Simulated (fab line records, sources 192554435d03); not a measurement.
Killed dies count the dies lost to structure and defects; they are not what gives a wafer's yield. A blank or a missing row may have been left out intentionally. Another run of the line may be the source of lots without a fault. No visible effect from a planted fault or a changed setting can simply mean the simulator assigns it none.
Matching of chambers / flow n5 finfet / 4 sister chambers for N5_BEOL_M14_DESCUM_33 on rie diel-06
The step chemistry O2, time 7.9 s. 16 wafers are shown with their chamber, then 8 later ones without.

WAFERS PAIRED WITH THEIR CHAMBERS
wafer=L076.1; chamber=0; drypump motor current A (A)=5.2; showerhead plenum p Torr (Torr)=2.17; throttle valve pct (%)=20.99
wafer=L076.4; chamber=2; drypump motor current A (A)=5.1; showerhead plenum p Torr (Torr)=2.14; throttle valve pct (%)=20.44
wafer=L076.6; chamber=2; drypump motor current A (A)=5.1; showerhead plenum p Torr (Torr)=2.14; throttle valve pct (%)=20.45
wafer=L075.2; chamber=1; drypump motor current A (A)=5.2; showerhead plenum p Torr (Torr)=2.03; throttle valve pct (%)=20.20
wafer=L075.4; chamber=3; drypump motor current A (A)=5.9; showerhead plenum p Torr (Torr)=1.98; throttle valve pct (%)=20.55
wafer=L075.6; chamber=3; drypump motor current A (A)=5.9; showerhead plenum p Torr (Torr)=1.98; throttle valve pct (%)=20.53
wafer=L078.2; chamber=0; drypump motor current A (A)=5.2; showerhead plenum p Torr (Torr)=2.17; throttle valve pct (%)=21.01
wafer=L078.4; chamber=1; drypump motor current A (A)=5.2; showerhead plenum p Torr (Torr)=2.03; throttle valve pct (%)=20.19
wafer=L078.6; chamber=0; drypump motor current A (A)=5.2; showerhead plenum p Torr (Torr)=2.17; throttle valve pct (%)=21.01
wafer=L079.2; chamber=2; drypump motor current A (A)=5.1; showerhead plenum p Torr (Torr)=2.13; throttle valve pct (%)=20.47
wafer=L079.3; chamber=0; drypump motor current A (A)=5.2; showerhead plenum p Torr (Torr)=2.16; throttle valve pct (%)=21.02
wafer=L079.5; chamber=3; drypump motor current A (A)=5.9; showerhead plenum p Torr (Torr)=1.98; throttle valve pct (%)=20.57
wafer=L086.1; chamber=2; drypump motor current A (A)=5.1; showerhead plenum p Torr (Torr)=2.13; throttle valve pct (%)=20.47
wafer=L086.3; chamber=3; drypump motor current A (A)=5.9; showerhead plenum p Torr (Torr)=1.98; throttle valve pct (%)=20.58
wafer=L086.5; chamber=1; drypump motor current A (A)=5.2; showerhead plenum p Torr (Torr)=2.02; throttle valve pct (%)=20.23
wafer=L088.2; chamber=2; drypump motor current A (A)=5.2; showerhead plenum p Torr (Torr)=2.13; throttle valve pct (%)=20.50

SIGNATURES (averages over the wafers above)
reading=drypump motor current A; chamber 0=5.200; chamber 1=5.200; chamber 2=5.120; chamber 3=5.900; scatter within a chamber=0.0258
reading=showerhead plenum p Torr; chamber 0=2.1675; chamber 1=2.0267; chamber 2=2.1340; chamber 3=1.9800; scatter within a chamber=0.00467
reading=throttle valve pct; chamber 0=21.0075; chamber 1=20.2067; chamber 2=20.4660; chamber 3=20.5575; scatter within a chamber=0.0203
Rule: for each reading, subtract the chamber's mean from the wafer's reading, divide by that reading's scatter and square the result; add these up over the readings and take the root, which gives the wafer's distance from the chamber. If the next closest chamber is less than 2 further off than the closest, the wafer can't be placed; otherwise it belongs to the closest. The scatter: take each reading less its chamber's mean, square it, sum over the shown wafers, divide by the number of wafers less the number of chambers, and take the root.

WAFERS WHOSE CHAMBER IS MISSING
wafer=L088.3; drypump motor current A (A)=5.2; showerhead plenum p Torr (Torr)=2.02; throttle valve pct (%)=20.24
wafer=L088.4; drypump motor current A (A)=5.2; showerhead plenum p Torr (Torr)=2.02; throttle valve pct (%)=20.22
wafer=L092.3; drypump motor current A (A)=5.9; showerhead plenum p Torr (Torr)=1.97; throttle valve pct (%)=20.60
wafer=L092.5; drypump motor current A (A)=5.2; showerhead plenum p Torr (Torr)=2.16; throttle valve pct (%)=20.56
wafer=L092.6; drypump motor current A (A)=5.2; showerhead plenum p Torr (Torr)=2.02; throttle valve pct (%)=20.23
wafer=L094.3; drypump motor current A (A)=5.1; showerhead plenum p Torr (Torr)=2.12; throttle valve pct (%)=20.11
wafer=L094.5; drypump motor current A (A)=5.2; showerhead plenum p Torr (Torr)=2.16; throttle valve pct (%)=20.59
wafer=L094.6; drypump motor current A (A)=5.2; showerhead plenum p Torr (Torr)=2.01; throttle valve pct (%)=20.27

WHICH CHAMBER EACH WENT THROUGH
wafer=L088.3; from the rows above=1; in truth=1
wafer=L088.4; from the rows above=1; in truth=1
wafer=L092.3; from the rows above=3; in truth=3
wafer=L092.5; from the rows above=2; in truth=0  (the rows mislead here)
wafer=L092.6; from the rows above=1; in truth=1
wafer=L094.3; from the rows above=2; in truth=2
wafer=L094.5; from the rows above=2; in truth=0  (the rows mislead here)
wafer=L094.6; from the rows above=1; in truth=1
Correct placement for 6 of the 8. From these rows, 0 cannot be placed. Placed wrongly: 2.
